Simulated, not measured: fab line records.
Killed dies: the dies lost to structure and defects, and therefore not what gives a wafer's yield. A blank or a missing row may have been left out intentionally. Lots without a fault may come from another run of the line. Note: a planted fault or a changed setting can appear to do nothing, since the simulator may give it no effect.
fab line records	flow n5_finfet
[record] lots = 11	wafers = 33	last_day = 18
route steps=1938 shown BEOL_M8@1336 PASSIVATION@1936
lots that met no fault: taken from a fault-free run of the same line
start_h: hours from the record's opening day to when the first of the lot's shown wafers began	wait_h: hours since the lot's step before	" unchanged from the row above	L1.1+2: a single row standing in for several wafers	- either no value or no given start	* or withheld: withheld	< > ~ a bound
route shown NAME@n: NAME is a module with steps in the file, n the number in the route of the first one	usual: mean/standard deviation taken from wafers without a fault	same: alike in all rows	chamber/n: place in a boat	sites: each site's reading	_std_site: standard deviation of those values	_edge_site: mean of outer sites minus mean of inner sites	radius_mm: how far each site lies from the wafer's centre	mask NAME#n: copy n	behind: tool/chamber where the wafer was last shaped	hold: why the lot was held/for how many hours/how that ended	device: transistor that didn't switch, given as n, p or np	end of line: at the end of the route, the tests of the same wafers	step lacking rows: just its recipe	killed: at the first sort, the dies lost to defects and structure; wafer yield is something else	map: per-die view of a wafer (x killed, . not killed, _ where there is no die)
set.NAME: setting as actually run; set.NAME@STEP: the setting as run at that earlier step	model.NAME: the simulator's own value behind a step, which no gauge read
a sample of lots followed through the steps of the route, with each step as a table and each wafer as a row
services: from which hour (start_h, from the record's first day; less than 0 if before it) a tool's chamber was out of use, for how many hours, and why
[[steps]]
[step N5_BEOL_M8_HM_DEP_02]
[recipe] material = TiN	target_thk_a = 200	temp_c = 25	chamber_pressure_pa = 0.49996
[usual] throttle_valve_pct = 30.0/1.2
lot.wafer	tool	chamber	start_h	wait_h	throttle_valve_pct
L193.3	pvd_sputter-01	-	194.96	1.8	32.8
L193.4	"	-	"	"	29.2
L193.6	"	-	"	"	29.8
L192.2	pvd_sputter-03	-	209.26	1.2	30.8
L192.5	"	-	"	"	28.3
L192.6	"	-	"	"	30.2
L194.1	pvd_sputter-02	-	209.66	0.8	30.5
L194.3	"	-	"	"	28.0
L194.5	"	-	"	"	30.5
L196.1	pvd_sputter-03	-	225.58	1.6	30.5
L196.5	"	-	"	"	31.3
L196.6	"	-	"	"	28.2
L198.3	pvd_sputter-03	-	231.98	0.5	30.0
L198.4	"	-	"	"	30.9
L198.6	"	-	"	"	28.2
L199.3	pvd_sputter-01	-	235.57	0.9	29.3
L199.4	"	-	"	"	32.7
L199.5	"	-	"	"	32.8
L200.2	pvd_sputter-01	-	238.53	1.1	32.5
L200.3	"	-	"	"	29.0
L200.6	"	-	"	"	30.5
L208.2	pvd_sputter-01	-	302.53	0.9	30.8
L208.4	"	-	"	"	29.5
L208.5	"	-	"	"	30.7
L210.4	pvd_sputter-01	-	319.85	1.2	29.8
L210.5	"	-	"	"	32.6
L210.6	"	-	"	"	30.7
L213.1	pvd_sputter-02	-	328.95	1.5	30.3
L213.3	"	-	"	"	29.7
L213.4	"	-	"	"	29.2
L215.2	pvd_sputter-01	-	338.13	0.1	30.8
L215.3	"	-	"	"	29.4
L215.5	"	-	"	"	29.3
[step N5_BEOL_M8_EXPOSE_25]
[recipe] mask_id = V7	na = 0.33	source_shape = annular	sigma_inner = 0.4	sigma_outer = 0.8	polarization = unpolarized	target_cd_nm = 40	dose_mj = 42.5
[usual] exposure_dose_mJ_cm2 = 42.46/0.057
lot.wafer	tool	chamber	start_h	wait_h	mask	exposure_dose_mJ_cm2
L193.3	euv_scanner-01	0	197.11	-	V7#0	42.50
L193.4	"	0	"	"	V7#0	42.48
L193.6	"	0	"	"	V7#0	42.53
L192.2	euv_scanner-02	0	212.76	-	V7#0	42.53
L192.5	"	0	"	"	V7#0	42.54
L192.6	"	0	"	"	V7#0	42.51
L194.1	euv_scanner-02	0	213.02	-	V7#0	42.51
L194.3	"	0	"	"	V7#0	42.51
L194.5	"	0	"	"	V7#0	42.52
L196.1	euv_scanner-01	0	227.52	-	V7#0	42.47
L196.5	"	0	"	"	V7#0	42.51
L196.6	"	0	"	"	V7#0	42.47
L198.3	euv_scanner-01	0	233.30	-	V7#0	41.61
L198.4	"	0	"	"	V7#0	41.54
L198.6	"	0	"	"	V7#0	41.55
L199.3	euv_scanner-01	0	238.57	-	V7#0	41.59
L199.4	"	0	"	"	V7#0	41.53
L199.5	"	0	"	"	V7#0	41.58
L200.2	euv_scanner-01	0	240.29	-	V7#0	41.81
L200.3	"	0	"	"	V7#0	41.82
L200.6	"	0	"	"	V7#0	41.83
L208.2	euv_scanner-02	0	306.52	-	V7#0	42.40
L208.4	"	0	"	"	V7#0	42.40
L208.5	"	0	"	"	V7#0	42.47
L210.4	euv_scanner-02	0	322.88	-	V7#0	42.39
L210.5	"	0	"	"	V7#0	42.41
L210.6	"	0	"	"	V7#0	42.44
L213.1	euv_scanner-02	0	330.30	-	V7#0	42.46
L213.3	"	0	"	"	V7#0	42.48
L213.4	"	0	"	"	V7#0	42.43
L215.2	euv_scanner-02	0	340.74	-	V7#0	42.46
L215.3	"	0	"	"	V7#0	42.50
L215.5	"	0	"	"	V7#0	42.44
[step N5_BEOL_M8_OVL_MEAS_29]
[recipe] points_per_wafer = 522
[usual] V7_OVL = 0.2/0.65
lot.wafer	tool	chamber	start_h	wait_h	V7_OVL[nm]
L193.3	overlay-01	0	197.27	0.0	0.0
L193.4	"	0	"	"	0.5
L193.6	"	0	"	"	0.7
L192.2	overlay-01	0	212.92	0.0	-0.4
L192.5	"	0	"	"	0.1
L192.6	"	0	"	"	-0.5
L194.1	overlay-02	0	213.18	0.0	-0.2
L194.3	"	0	"	"	-0.4
L194.5	"	0	"	"	-0.7
L196.1	overlay-01	0	227.68	0.0	0.3
L196.5	"	0	"	"	1.0
L196.6	"	0	"	"	0.5
L198.3	overlay-01	0	233.46	0.0	0.0
L198.4	"	0	"	"	0.2
L198.6	"	0	"	"	0.5
L199.3	overlay-01	0	238.73	0.0	1.1
L199.4	"	0	"	"	0.3
L199.5	"	0	"	"	0.3
L200.2	overlay-01	0	240.46	0.0	0.2
L200.3	"	0	"	"	0.6
L200.6	"	0	"	"	1.1
L208.2	overlay-01	0	306.68	0.0	-0.5
L208.4	"	0	"	"	-1.1
L208.5	"	0	"	"	0.2
L210.4	overlay-01	0	323.04	0.0	0.5
L210.5	"	0	"	"	-0.1
L210.6	"	0	"	"	0.0
L213.1	overlay-01	0	330.46	0.0	-0.6
L213.3	"	0	"	"	-0.8
L213.4	"	0	"	"	0.6
L215.2	overlay-02	0	340.91	0.0	-1.0
L215.3	"	0	"	"	-0.6
L215.5	"	0	"	"	-1.2
[step N5_BEOL_M8_ETCH_66]
[recipe] chemistry = N2/H2	target = SOC	target_depth_a = 800	overetch_a = 160	mask_material = SiARC	temp_c = 40	time_s = 120	ion_energy_ev = 200	pressure_mtorr = 30	source_w = 840	bias_w = 150	n2_flow_sccm = 200	h2_flow_sccm = 200
[usual] drypump_motor_current_A = 5.6/0.58	oes_product_au = 0.62/0.062	rf_vpp_V = 524.0/2.7	showerhead_plenum_p_Torr = 2.54/0.095	temp_c = 40.02/0.11	throttle_valve_pct = 17.6/0.3
lot.wafer	tool	chamber	start_h	wait_h	drypump_motor_current_A	oes_product_au	rf_hours_counter_h	rf_vpp_V	showerhead_plenum_p_Torr	temp_c	throttle_valve_pct
L193.3	rie_diel-05	3	197.71	0.0	5.4	0.53	250	523.1	2.51	40.13	17.9
L193.4	"	0	"	"	5.3	0.61	109	522.7	2.46	39.92	17.6
L193.6	"	2	"	"	5.6	0.61	-	524.1	2.56	40.03	17.7
L192.2	rie_diel-05	2	214.28	0.0	5.6	0.61	125	524.2	2.55	39.85	17.7
L192.5	"	2	"	"	5.6	0.59	-	525.3	2.55	39.88	17.7
L192.6	"	1	"	"	4.9	0.69	-	521.8	2.48	39.93	17.1
L194.1	rie_diel-02	3	214.59	0.0	5.8	0.60	123	525.3	2.56	39.99	17.7
L194.3	"	0	"	"	5.7	0.62	82	522.4	2.46	40.23	17.4
L194.5	"	1	"	"	6.0	0.54	-	527.4	2.62	40.25	18.0
L196.1	rie_diel-06	0	227.85	0.0	5.0	0.66	63	527.9	2.69	40.25	17.4
L196.5	"	3	"	"	6.7	0.55	-	525.1	2.60	40.04	17.9
L196.6	"	2	"	"	6.5	0.53	-	519.3	2.39	40.09	18.3
L198.3	rie_diel-02	1	233.62	0.0	6.0	0.53	237	525.7	2.61	40.03	18.0
L198.4	"	0	"	"	5.7	0.62	90	521.6	2.46	39.95	17.4
L198.6	"	1	"	"	6.0	0.54	-	525.5	2.61	40.09	18.0
L199.3	rie_diel-06	2	238.95	0.0	6.5	0.53	242	519.1	2.39	40.22	18.3
L199.4	"	3	"	"	6.6	0.53	-	527.0	2.60	39.89	18.0
L199.5	"	0	"	"	5.0	0.66	-	527.4	2.69	40.13	17.4
L200.2	rie_diel-06	0	240.62	0.0	5.0	0.66	69	527.1	2.69	40.04	17.5
L200.3	"	2	"	"	6.5	0.53	243	520.1	2.39	39.89	18.3
L200.6	"	2	"	"	6.5	0.53	-	518.3	2.39	40.00	18.3
L208.2	rie_diel-06	2	306.84	0.0	6.4	0.73	3	527.4	2.71	39.92	17.9
L208.4	"	2	"	"	6.4	0.74	-	529.4	2.71	40.01	17.9
L208.5	"	1	"	"	5.1	0.66	-	522.6	2.48	40.13	17.4
L210.4	rie_diel-05	0	323.42	0.0	5.3	0.58	160	520.5	2.44	39.93	17.7
L210.5	"	3	"	"	5.4	0.67	-	522.3	2.49	39.87	17.5
L210.6	"	0	"	"	5.2	0.58	-	520.4	2.44	40.05	17.7
L213.1	rie_diel-02	0	330.63	0.0	5.7	0.59	126	521.1	2.44	40.05	17.4
L213.3	"	2	"	"	5.3	0.63	94	526.9	2.67	40.04	17.3
L213.4	"	3	"	"	5.8	0.58	167	523.5	2.54	40.18	17.8
L215.2	rie_diel-06	2	341.54	0.0	6.5	0.71	17	528.6	2.70	39.88	18.0
L215.3	"	3	"	"	6.6	0.73	10	524.8	2.58	40.23	17.5
L215.5	"	1	"	"	5.1	0.65	-	522.0	2.48	39.79	17.4
[step N5_PASSIVATION_PROBE_49]
[usual] defect_limited_yield = 91.2/1.6	killed_at_M0_to_M3 = 34/11	killed_at_M4_up = 14/5.7	killed_at_contacts = 14/6.6	killed_at_front_end = 37/10	killed_at_other = 4/3.2	killed_dies = 104/19	killed_open = 69/13	killed_short = 33/8.7	sort_bin_5_function = 5.1/1	sort_bin_6_memory = 3.3/0.76	sort_bin_8_speed = 0.00/0.016	sort_n_pass = 1076/19	sort_yield_pct = 91.2/1.6
[same] gross_dies = 1180	killed_at_back_side = 0	sort_bin_4_leakage[%] = 0
lot.wafer	tool	chamber	start_h	wait_h	defect_limited_yield[%]	killed_at_M0_to_M3	killed_at_M4_up	killed_at_contacts	killed_at_front_end	killed_at_other	killed_dies	killed_open	killed_short	sort_bin_5_function[%]	sort_bin_6_memory[%]	sort_bin_8_speed[%]	sort_n_pass	sort_yield_pct[%]
L200.2	prober-02	-	308.74	0.1	92.6	25	14	12	29	7	87	61	24	4.5	2.6	0.42	1088	92.2
// killed by level:class
L200.2 MOL_CONTACT_COAG:geometric_particle:open=8 BEOL_M4:geometric_particle:open=8 GATE_CUT:geometric_particle:short=7 BEOL_M1:geometric_particle:open=7 MOL_CONTACT_COAG:geometric_particle:short=4 BEOL_M2:geometric_particle:open=4 PASS1_CAP:geometric_particle:open=4 FIN_SAQP:geometric_particle:short=3
[[services]]
tool	chamber	start_h	hours	kind
euv_scanner-01	-	176.57	0.7	repair
euv_scanner-02	-	183.55	1.0	pm
rie_diel-06	-	195.13	28.1	pm
euv_scanner-02	-	196.39	4.6	pm
euv_scanner-01	-	206.15	12.0	pm
euv_scanner-02	-	215.42	23.4	repair
rie_diel-06	1	223.23	-	clean
euv_scanner-01	-	231.27	1.0	pm
euv_scanner-02	-	239.70	1.0	pm
euv_scanner-01	-	247.54	4.7	repair
rie_diel-05	-	250.18	0.4	repair
euv_scanner-01	-	255.63	8.0	pm
euv_scanner-01	-	273.38	1.0	pm
euv_scanner-02	-	295.85	1.0	pm
euv_scanner-01	-	302.27	5.8	pm
euv_scanner-01	-	309.71	3.8	repair
pvd_sputter-03	-	309.90	0.8	repair
rie_diel-05	2	325.98	13.5	repair
euv_scanner-01	-	329.53	1.0	pm
rie_diel-05	-	330.64	3.9	repair
pvd_sputter-01	-	335.20	1.6	repair
euv_scanner-02	0	335.34	-	calibration
rie_diel-05	3	336.29	3.1	repair
euv_scanner-01	-	336.98	4.6	pm
[[key]]
[first_sign] step = N5_BEOL_M8_EXPOSE_25	reading = exposure_dose_mJ_cm2	direction = down	sigmas = 14	usual = 42.46	struck = 41.65
effect none on later readings
met_at N5_BEOL_M8_EXPOSE_25
struck_lots L198,L199,L200
[loop_trim] step = N5_BEOL_M8_EXPOSE_25	setting = dose	lots = L199,L200
not_acting_at N5_BEOL_M8_HM_DEP_02,N5_BEOL_M8_OVL_MEAS_29,N5_BEOL_M8_ETCH_66
onset_between 227.52 233.30
[earlier_fault] kind = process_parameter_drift	tool = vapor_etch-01	chamber = 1	onset_h = 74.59	steps = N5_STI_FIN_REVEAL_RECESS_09	channel = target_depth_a	offset = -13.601	shape = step	acts_in = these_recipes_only	stated = 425
[earlier_fault] kind = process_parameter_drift	tool = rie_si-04	chamber = 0	onset_h = 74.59	steps = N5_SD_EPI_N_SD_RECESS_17	channel = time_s	offset = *	shape = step	acts_in = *	stated = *
[fault] kind = process_parameter_drift	tool = euv_scanner-01	chamber = -	onset_h = 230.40	steps = N5_BEOL_M8_EXPOSE_25	channel = dose_mj	offset = -0.97855	shape = step	acts_in = these_recipes_only	stated = 42.5
// loop_trim: a control loop set the setting to another value than it would have without faults
